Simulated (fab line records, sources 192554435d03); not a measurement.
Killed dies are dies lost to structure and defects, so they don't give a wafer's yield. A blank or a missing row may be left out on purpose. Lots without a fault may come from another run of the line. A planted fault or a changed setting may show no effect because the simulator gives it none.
A struck lot beside a sound one | flow n5_finfet | 19 steps out of a route of 1938
Sound: wafers L723.2, L723.4, L723.6. Struck: wafers L735.2, L735.4, L735.6. The cause comes at the end.
At each step with rows: each side's tool, then ch and its chambers, then its first start. Under that, the readings that differ: sound wafers | struck wafers | difference of the means | sigmas: that difference in standard deviations of wafers without a fault.
alike: readings whose means differ by less than 2 such deviations, and words and numbers that are the same on both sides. not compared: withheld readings, readings that some wafer has no value for, bounds like >300 that may hide the same value, and numbers for which the record gives no deviation and whose values overlap.
The two part at a step that has a row with sigmas, a row that says differs or no value, or rows on one side only. Numbers that don't overlap but have no deviation are shown without sigmas and don't part them. A reading that every wafer of one side lacks parts them only if that side has two wafers or more.

N5_BEOL_M9_ETCH_62: etches SOC in N2/H2, target depth 110 nm, overetch 22 nm, time 165 s.
  sound on rie_diel-05 ch 1,2,3, day 9 17:32; struck on rie_diel-05 ch 1,2,3, day 13 20:02
  alike: drypump_motor_current_A, oes_product_au, rf_vpp_V, showerhead_plenum_p_Torr, throttle_valve_pct
  not compared: rf_hours_counter_h
then, 1 step without rows for these wafers: N5_BEOL_M9_STRIP_68 (strips in N2/H2).
N5_BEOL_M9_STRIP_67: strips in CF4.
  sound on rie_diel-05 ch 1,2,3, day 9 17:41; struck on rie_diel-05 ch 1,2,3, day 13 20:11
  alike: cf4_flow_sccm, drypump_motor_current_A, oes_product_au, rf_vpp_V, showerhead_plenum_p_Torr, throttle_valve_pct
  not compared: rf_hours_counter_h
N5_BEOL_M9_HM_OPEN_17: chemistry Cl2/BCl3, target TiN, target depth 20 nm, overetch 6 nm.
  sound on rie_metal-01 ch 0,1, day 9 17:44; struck on rie_metal-01 ch 0,1, day 13 20:14
  alike: bcl3_flow_sccm, drypump_motor_current_A, oes_product_au, throttle_valve_pct
  not compared: rf_hours_counter_h
N5_BEOL_M9_STRIP_19: strips in O2.
  sound on rie_diel-03 ch 2,3, day 9 17:50; struck on rie_diel-03 ch 0,1, day 13 20:27
  alike: drypump_motor_current_A, oes_product_au, rf_vpp_V, showerhead_plenum_p_Torr, throttle_valve_pct
  not compared: rf_hours_counter_h
N5_BEOL_M9_CD_MEAS_18: pitch 140 nm, target cd 70 nm.
  sound on cd_sem-02, day 9 17:55; struck on cd_sem-02, day 13 20:31
  alike: cd_nm
then, 6 steps without rows for these wafers: N5_BEOL_M9_COAT_63 (time 60 s, resist thk 60 nm); N5_BEOL_M9_COAT_64 (time 60 s, resist thk 12 nm); N5_BEOL_M9_COAT_75 (time 60 s, resist thk 5 nm); N5_BEOL_M9_COAT_22 (resist thk 30 nm); N5_BEOL_M9_EBR_24; N5_BEOL_M9_SOFTBAKE_23 (time 60 s).
N5_BEOL_M9_EXPOSE_25: exposes mask V8.
  sound on euv_scanner-02 ch 0, day 9 18:05; struck on euv_scanner-01 ch 0, day 13 21:23
  reading                         | sound          | struck         | difference | sigmas
  stage_msd_nm (nm)               | 0.79 0.80 0.80 | 0.73 0.73 0.74 | -0.06      | -2
  model.BEOL_M9.overlay_x_nm (nm) | -0.2 -0.2 -0.2 | 5.6 5.6 5.6    | +5.8       |
  alike: mask
then, 2 steps without rows for these wafers: N5_BEOL_M9_PEB_26 (peb time 60 s); N5_BEOL_M9_DEVELOP_27 (develop time 30 s).
N5_BEOL_M9_CD_MEAS_28: target cd 70 nm.
  sound on cd_sem-03 ch 0, day 9 18:13; struck on cd_sem-02 ch 0, day 13 21:31
  alike: cd_nm
N5_BEOL_M9_OVL_MEAS_29:
  sound on overlay-01 ch 0, day 9 18:15; struck on overlay-02 ch 0, day 13 21:32
  reading     | sound        | struck      | difference | sigmas
  V8_OVL (nm) | 0.3 -0.5 0.8 | 6.6 5.2 5.3 | +5.5       | +9
N5_BEOL_M9_INSPECT_30: inspects for defects (brightfield).
  sound on defect_inspect-02, day 9 18:19; struck on defect_inspect-01, day 13 21:36
  reading          | sound       | struck      | difference | sigmas
  raw_defect_count | 372 526 530 | 271 250 318 | -196       | -3
then, 1 step without rows for these wafers: N5_PASSIVATION_PROBE_49.

WHERE THEY PART
First at N5_BEOL_M9_EXPOSE_25; last, within this record, at N5_BEOL_M9_INSPECT_30.

WHY: what the simulator had put in
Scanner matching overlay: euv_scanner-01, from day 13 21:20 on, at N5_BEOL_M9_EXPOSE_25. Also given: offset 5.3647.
